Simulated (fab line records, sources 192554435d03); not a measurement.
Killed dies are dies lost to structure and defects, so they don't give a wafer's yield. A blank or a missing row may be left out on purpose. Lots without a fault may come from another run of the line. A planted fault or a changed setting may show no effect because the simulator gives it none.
Chamber matching | flow n5_finfet | N5_BEOL_M4_CO_CAP_55 on cvd_co-01: 3 sister chambers
The step material Co, precursor CCTBA/H2, target thk 2 nm, time 102.1 s. 6 wafers are shown with their chamber, then 7 later ones without.

WAFERS WITH THEIR CHAMBER
wafer  | chamber | heater_power_w (W) | run_length_s (s)
L678.3 | 1       | 235                | 125.2
L678.4 | 1       | 229                | 125.5
L679.2 | 2       | 287                | 124.4
L679.6 | 2       | 289                | 124.9
L681.2 | 0       | 228                | 124.9
L681.5 | 0       | 230                | 125.1

WAFERS WITHOUT THEIR CHAMBER
wafer  | heater_power_w (W) | run_length_s (s)
L681.6 | 230                | 125.4
L684.1 | 230                | 124.9
L684.2 | 295                | 123.8
L684.6 | 230                | 125.1
L685.2 | 228                | 125.5
L685.3 | 232                | 125.9
L685.6 | 226                | 126.0

WHICH CHAMBER EACH WENT THROUGH
wafer  | from the rows above     | in truth
L681.6 | can't be placed: 1 or 0 | 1
L684.1 | can't be placed: 0 or 1 | 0
L684.2 | 2                       | 2
L684.6 | can't be placed: 0 or 1 | 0
L685.2 | can't be placed: 1 or 0 | 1
L685.3 | can't be placed: 1 or 0 | 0
L685.6 | can't be placed: 1 or 0 | 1
Placed correctly: 1 of 7. Can't be placed from these rows: 6 (the true chamber is among the candidates in 6). Placed wrongly: 0.
How it was worked out, from the rows above alone: a wafer's distance from a chamber is the root of the sum, over the readings, of the square of ((its reading less the chamber's mean) divided by the reading's scatter). The wafer belongs to the nearest chamber; if the next one is less than 2 further off, it can't be placed. A chamber's mean is the mean of its shown wafers. The scatter: the root of (the sum of the squares of (reading less its chamber's mean) over the shown wafers, divided by (wafers less chambers)).
